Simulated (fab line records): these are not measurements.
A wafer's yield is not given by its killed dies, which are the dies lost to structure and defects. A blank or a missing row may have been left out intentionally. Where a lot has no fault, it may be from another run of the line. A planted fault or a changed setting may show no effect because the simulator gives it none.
Chamber matching / flow n5_finfet / ald_metal-04 running N5_BEOL_M2_ALD_84: 4 sister chambers
The step deposits TaN, pulse time 2 s, purge time 3 s, co reactant purge time 2 s. 16 wafers are shown with their chamber, then 8 later ones without.

## EACH WAFER AND ITS CHAMBER
wafer=L074.4; chamber=1; heater_power_w (W)=418
wafer=L074.5; chamber=0; heater_power_w (W)=434
wafer=L074.6; chamber=1; heater_power_w (W)=403
wafer=L076.2; chamber=2; heater_power_w (W)=403
wafer=L076.3; chamber=1; heater_power_w (W)=411
wafer=L076.5; chamber=2; heater_power_w (W)=392
wafer=L080.2; chamber=2; heater_power_w (W)=397
wafer=L080.5; chamber=1; heater_power_w (W)=394
wafer=L080.6; chamber=2; heater_power_w (W)=387
wafer=L082.1; chamber=3; heater_power_w (W)=439
wafer=L082.3; chamber=0; heater_power_w (W)=436
wafer=L082.5; chamber=1; heater_power_w (W)=403
wafer=L085.1; chamber=3; heater_power_w (W)=429
wafer=L085.2; chamber=1; heater_power_w (W)=408
wafer=L085.6; chamber=3; heater_power_w (W)=436
wafer=L092.1; chamber=2; heater_power_w (W)=400

SIGNATURES, as means of the wafers listed above
reading=heater_power_w; chamber 0=435.00; chamber 1=406.17; chamber 2=395.80; chamber 3=434.67; scatter within a chamber=6.78
Rule: a wafer's distance from a chamber is the root of the sum, over the readings, of the square of ((its reading less the chamber's mean) divided by the reading's scatter). If the next closest chamber is less than 2 further off than the closest, the wafer can't be placed; otherwise it belongs to the closest. The scatter: the root of (the sum of the squares of (reading less its chamber's mean) over the shown wafers, divided by (wafers less chambers)).

## WAFERS WHOSE CHAMBER IS MISSING
wafer=L092.2; heater_power_w (W)=407
wafer=L092.3; heater_power_w (W)=431
wafer=L095.2; heater_power_w (W)=385
wafer=L095.3; heater_power_w (W)=428
wafer=L095.4; heater_power_w (W)=406
wafer=L097.2; heater_power_w (W)=401
wafer=L097.4; heater_power_w (W)=441
wafer=L097.5; heater_power_w (W)=431

## CHAMBER TAKEN BY EACH
wafer=L092.2; from the rows above=can't be placed: 1 or 2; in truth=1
wafer=L092.3; from the rows above=can't be placed: 3 or 0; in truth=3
wafer=L095.2; from the rows above=can't be placed: 2 or 1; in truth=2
wafer=L095.3; from the rows above=can't be placed: 3 or 0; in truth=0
wafer=L095.4; from the rows above=can't be placed: 1 or 2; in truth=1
wafer=L097.2; from the rows above=can't be placed: 1 or 2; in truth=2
wafer=L097.4; from the rows above=can't be placed: 0 or 3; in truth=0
wafer=L097.5; from the rows above=can't be placed: 3 or 0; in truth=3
Correctly placed: 0 of 8. These rows do not allow placing 8 (true chamber among the candidates in 8). Number placed wrongly: 0.
